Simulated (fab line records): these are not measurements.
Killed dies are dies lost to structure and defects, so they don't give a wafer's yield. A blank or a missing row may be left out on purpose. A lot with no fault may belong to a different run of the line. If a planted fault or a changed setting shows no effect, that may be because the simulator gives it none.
Code-filled problem report in 8D (eight disciplines) form / flow n5_finfet / the parts of the form that need people (team, actions taken, sign-off) are left out

== 1. WHAT IS WRONG ==
Mean of raw_defect_count at N5_BEOL_M8_INSPECT_30: 904 across 3 wafers in 2 lots; on wafers with no fault it is 420 (standard deviation 88). Measured from the usual mean, that is +5.5 standard deviations.
The step: inspects for defects (brightfield).
First observed at day 13 21:53: wafer L658.1, on defect_inspect-02. The record has a number at this step for 27 wafers belonging to 9 lots. Rule for "out", or "out of limits": more than 4 standard deviations from the usual mean. The other wafers with a number count as sound.

== 2. WHAT IT IS AND WHAT IT IS NOT ==
question=which readings at this step | is=raw_defect_count | is not=-
question=which lots | is=L655, L658 | is not=L642, L643, L647, L648, L652, L663, L665
question=which wafers of those lots | is=L655.5, L658.1, L658.6 | is not=L655.2, L655.3, L658.5
question=read on which gauges | is=defect_inspect-01, defect_inspect-02 | is not=-
question=when | is=from day 13 21:53 | is not=up to then (16 sound wafers); but 8 sound wafers of L655, L663, L665 came after

== 3. WHAT RULES OUT EACH SUSPECT ==
Counting: a tool at a process step up to the reading stays a suspect if it ran every lot that is out. Sound lots after the first of them don't rule it out here, since some wafers of a struck lot are sound.
- ruled out: the gauge at N5_BEOL_M8_INSPECT_30. 2 gauges (defect_inspect-01, defect_inspect-02) read the wafers that are out.
- rie_metal-01 at N5_BEOL_M8_HM_OPEN_17 (chemistry Cl2/BCl3, target TiN, target depth 20 nm, overetch 6 nm): kept. It processed each lot that is out (first: L658, day 13 18:50); up to then, its last sound lot is L652 (day 11 16:02).
- Within rie_metal-01 at N5_BEOL_M8_HM_OPEN_17: the wafers that are out ran in chamber 1; their sound lot-mates ran in chamber 0.
After counting, what remains is rie_metal-01 at N5_BEOL_M8_HM_OPEN_17.

== 4. THE CAUSE (what the simulator had put in) ==
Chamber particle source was rie_metal-01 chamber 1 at N5_BEOL_M8_HM_OPEN_17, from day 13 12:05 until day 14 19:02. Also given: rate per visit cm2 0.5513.
The count eliminated every tool but this one.

== 5. SEQUENCE OF EFFECTS, ordered by route ==
One row per reading whose mean, taken over the struck wafers that have a number, lies over 3 standard deviations from the usual. Readings are gone through only where the record gives a usual standard deviation; hours: the median, over the lots, of the time from a lot's start at the first step in this table giving one to that lot's start at this step; sigmas: the change measured in usual standard deviations.
hours=0; step=N5_BEOL_M8_INSPECT_30; reading=raw_defect_count; usual=420; on struck wafers=904; change=+484; sigmas=+5.5
hours=71; step=N5_PASSIVATION_PROBE_49; reading=defect_limited_yield; usual=91.2 %; on struck wafers=85.6; change=-5.6; sigmas=-3.5
hours=71; step=N5_PASSIVATION_PROBE_49; reading=killed_at_M4_up; usual=14; on struck wafers=76; change=+62; sigmas=+14
hours=71; step=N5_PASSIVATION_PROBE_49; reading=killed_dies; usual=104; on struck wafers=170; change=+66; sigmas=+3.7
hours=71; step=N5_PASSIVATION_PROBE_49; reading=killed_on_rim; usual=14; on struck wafers=31; change=+17; sigmas=+3.6
hours=71; step=N5_PASSIVATION_PROBE_49; reading=sort_bin_5_function; usual=5.1 %; on struck wafers=8.8; change=+3.7; sigmas=+3.3
hours=71; step=N5_PASSIVATION_PROBE_49; reading=sort_n_pass; usual=1076; on struck wafers=1010; change=-66; sigmas=-3.7
hours=71; step=N5_PASSIVATION_PROBE_49; reading=sort_yield_pct; usual=91.2 %; on struck wafers=85.6; change=-5.6; sigmas=-3.5
Its process steps:
- N5_PASSIVATION_PROBE_49

== 6. HOW IT WOULD HAVE BEEN CAUGHT EARLIER ==
The first out-of-limits reading at a measuring or inspecting step in this record came at day 13 21:53, 10 hours after the fault's start at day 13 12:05.
Tool readings at N5_BEOL_M8_HM_OPEN_17 with a usual standard deviation given in the record: none out on any struck wafer, hence no alarm at a limit of 4 standard deviations on them.
Lots out: 2; all had begun N5_BEOL_M8_HM_OPEN_17 on rie_metal-01 by day 13 21:53. Holding the tool at that point would not have protected any of them.
